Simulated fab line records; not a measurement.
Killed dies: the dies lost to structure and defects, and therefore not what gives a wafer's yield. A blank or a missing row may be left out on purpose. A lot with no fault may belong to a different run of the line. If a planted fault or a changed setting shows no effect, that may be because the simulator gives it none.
Chamber matching	flow n5_finfet	rie_diel-05 running N5_BEOL_M0_SAQP_STRIP_86: 4 sister chambers
The step strips in N2/H2. 8 wafers are shown with their chamber, then 8 later ones without.

## WAFERS PAIRED WITH THEIR CHAMBERS
wafer	chamber	drypump_motor_current_A (A)	showerhead_plenum_p_Torr (Torr)
L080.3	3	6.2	3.27
L083.2	2	5.0	3.56
L083.4	3	6.2	3.26
L083.6	1	5.6	3.55
L084.2	0	5.8	3.55
L084.5	1	5.6	3.54
L084.6	2	5.1	3.56
L085.2	0	5.8	3.55

## WAFERS WHOSE CHAMBER IS MISSING
wafer	drypump_motor_current_A (A)	showerhead_plenum_p_Torr (Torr)
L085.5	5.6	3.54
L085.6	5.0	3.55
L094.3	5.6	3.54
L094.5	6.1	3.25
L094.6	5.8	3.54
L096.1	5.6	3.53
L096.2	6.2	3.25
L096.5	6.1	3.25

## WHICH CHAMBER EACH WENT THROUGH
wafer	from the rows above	in truth
L085.5	1	1
L085.6	2	2
L094.3	1	1
L094.5	3	3
L094.6	0	0
L096.1	1	1
L096.2	3	3
L096.5	3	3
8 of 8 placed correctly. Can't be placed from these rows: 0. Wrongly placed: 0.
How it was worked out, from the rows above alone: a wafer's distance from a chamber is the root of the sum, over the readings, of the square of ((its reading less the chamber's mean) divided by the reading's scatter). If the next closest chamber is less than 2 further off than the closest, the wafer can't be placed; otherwise it belongs to the closest. The mean given for a chamber averages the wafers shown for that chamber. How the scatter is found: for the shown wafers, subtract from each reading the mean of its chamber, square and add these, divide the total by (wafers less chambers), then take the root.
